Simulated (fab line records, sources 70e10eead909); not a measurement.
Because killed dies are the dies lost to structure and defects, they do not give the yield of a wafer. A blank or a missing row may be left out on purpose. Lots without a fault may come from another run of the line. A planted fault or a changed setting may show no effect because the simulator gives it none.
Matching of chambers	flow nand_harc	4 sister chambers for NHARC_A_BLC_STRIP_21 on rie_diel-05
The step strips in O2. 4 wafers are shown with their chamber, then 10 later ones without.

## EACH WAFER AND ITS CHAMBER
wafer	chamber	drypump_motor_current_A (A)
L091.3	3	6.4
L091.6	1	6.4
L094.1	2	4.7
L094.2	0	4.7

## WAFERS WITHOUT THEIR CHAMBER
wafer	drypump_motor_current_A (A)
L094.6	4.7
L092.1	4.7
L092.3	4.7
L092.4	6.4
L095.3	4.7
L095.5	4.8
L095.6	6.4
L097.1	6.4
L097.2	4.7
L097.4	4.7

## WHICH CHAMBER EACH WENT THROUGH
wafer	from the rows above	in truth
L094.6	can't be placed: 0 or 2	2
L092.1	can't be placed: 0 or 2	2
L092.3	can't be placed: 0 or 2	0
L092.4	can't be placed: 1 or 3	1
L095.3	can't be placed: 0 or 2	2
L095.5	can't be placed: 0 or 2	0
L095.6	can't be placed: 1 or 3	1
L097.1	can't be placed: 1 or 3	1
L097.2	can't be placed: 0 or 2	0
L097.4	can't be placed: 0 or 2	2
Placed correctly: 0 of 10. Cannot be placed on the basis of these rows: 10; the candidates contain the true chamber in 10. 0 placed wrongly.
How it was worked out, from the rows above alone: a wafer's distance from a chamber is the root of the sum, over the readings, of the square of ((its reading less the chamber's mean) divided by the reading's scatter). If the next closest chamber is less than 2 further off than the closest, the wafer can't be placed; otherwise it belongs to the closest. The mean given for a chamber averages the wafers shown for that chamber. The scatter: with one shown wafer a chamber, the root of the mean of the squares of how far each hidden wafer lies from its nearest shown one.
